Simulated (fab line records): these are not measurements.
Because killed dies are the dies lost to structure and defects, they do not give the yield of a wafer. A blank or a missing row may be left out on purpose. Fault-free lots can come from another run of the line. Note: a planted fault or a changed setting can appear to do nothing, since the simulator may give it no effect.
3 desks looking at one fault ; flow n5-finfet ; every desk sees just its own numbers, and what lay behind them comes last

## THE TOOL OWNER'S DESK: rie-diel-06
The tool's own readings at N5_BEOL_M11_VIA_ETCH_34 (etches SiCOH lowk in C4F6/O2, target depth 184.5 nm, time 69.2 s): means of the sampled wafers that have a number, for each lot that ran on this tool. A lot is out of limits, marked OUT, if its mean lies more than 4 standard deviations from the usual mean; the brackets give that distance. It has 8 readings; the 7 that lie furthest out on some lot are the ones shown.
Columns: A = bias-w at N5_BEOL_M11_VIA_ETCH_34, usual 185.0 W; B = chamber-pressure-mTorr at N5_BEOL_M11_VIA_ETCH_34, usual 30.002 mTorr; C = drypump-motor-current-A at N5_BEOL_M11_VIA_ETCH_34, usual 5.9 A; D = mfc-ar-sccm at N5_BEOL_M11_VIA_ETCH_34, usual 300.0 sccm; E = oes-product-au at N5_BEOL_M11_VIA_ETCH_34, usual 0.76 a.u.; F = showerhead-plenum-p-Torr at N5_BEOL_M11_VIA_ETCH_34, usual 2.88 Torr; G = throttle-valve-pct at N5_BEOL_M11_VIA_ETCH_34, usual 20.89 %
lot;first seen here;A;B;C;D;E;F;G
L425;day 12 09:13;185.4;29.996;6.4;299.3;0.72;2.83;20.89
L429;day 14 01:19;185.3;29.987;6.2;300.4;0.68;2.86;20.93
L431;day 14 05:59;184.8;30.005;5.7;299.7;0.75;2.91;20.99
This desk found nothing out of limits on any of the 3 lots.

## AT THE METROLOGY DESK
Lot by lot, what the gauges showed, no matter which tool ran the lot: averages of those sampled wafers that carry a number. A lot is out of limits, marked OUT, if its mean lies more than 4 standard deviations from the usual mean; the brackets give that distance. It has 10 readings; the 7 that lie furthest out on some lot are the ones shown.
Columns: A = DIBL_N at N5_BEOL_M4_RC_MEAS_101, usual 35.8 mV/V; B = DIBL_P at N5_BEOL_M4_RC_MEAS_101, usual 36.0 mV/V; C = IOFF_P at N5_BEOL_M4_RC_MEAS_101, usual 0.21 nA/um; D = ION_N at N5_BEOL_M4_RC_MEAS_101, usual 673 uA/um; E = ION_P at N5_BEOL_M4_RC_MEAS_101, usual 463 uA/um; F = SS_N at N5_BEOL_M4_RC_MEAS_101, usual 71.5 mV/dec; G = VT_P at N5_BEOL_M4_RC_MEAS_101, usual -250 mV
lot;first seen here;A;B;C;D;E;F;G
L419;day 8 18:42;35.4;34.8;0.17;659;455;71.4;-253
L420;day 9 12:37;36.5;36.0;0.23;682;468;71.3;-246
L422;day 9 14:28;35.6;35.5;0.18;674;457;71.1;-253
L421;day 9 16:43;37.7;37.2;0.22;671;465;71.5;-249
L425;day 9 18:19;35.1;34.3;0.16;663;456;71.6;-254
L428;day 11 01:40;35.7;37.1;0.18;672;457;71.3;-254
L429;day 11 09:23;34.7;34.7;0.16;662;454;71.4;-253
L431;day 11 21:02;37.1;36.5;0.21;671;459;71.4;-251
L434;day 12 13:26;33.8;33.5;0.17;668;459;70.7;-252
L440;day 14 02:34;34.9;35.5;0.20;665;457;71.4;-252
This desk found nothing out of limits on any of the 10 lots.

## THE DEFECT DESK
For each lot, the counts of the inspections along the route, averaged over the sampled wafers that have a number. A lot is out of limits, marked OUT, if its mean lies more than 4 standard deviations from the usual mean; the brackets give that distance.
Columns: A = raw-defect-count at N5_PASSIVATION_INSPECT_64, usual 2.0
lot;first seen here;A
L419;day 12 17:01;0.7
L422;day 13 19:25;1.7
L421;day 13 23:42;1.7
L420;day 14 03:07;3.3
L425;day 14 07:54;2.3
L428;day 15 10:28;1.0
L429;day 15 10:46;5.0
L431;day 16 01:32;2.5
L434;day 16 22:00;1.3
L440;day 18 11:39;2.3
This desk found nothing out of limits on any of the 10 lots.

## ALL TOGETHER
The tool owner's desk saw nothing out of limits.
At the metrology desk, nothing out of limits was observed.
Nothing out of limits was seen by the defect desk.

## WHAT THE SIMULATOR PUT IN
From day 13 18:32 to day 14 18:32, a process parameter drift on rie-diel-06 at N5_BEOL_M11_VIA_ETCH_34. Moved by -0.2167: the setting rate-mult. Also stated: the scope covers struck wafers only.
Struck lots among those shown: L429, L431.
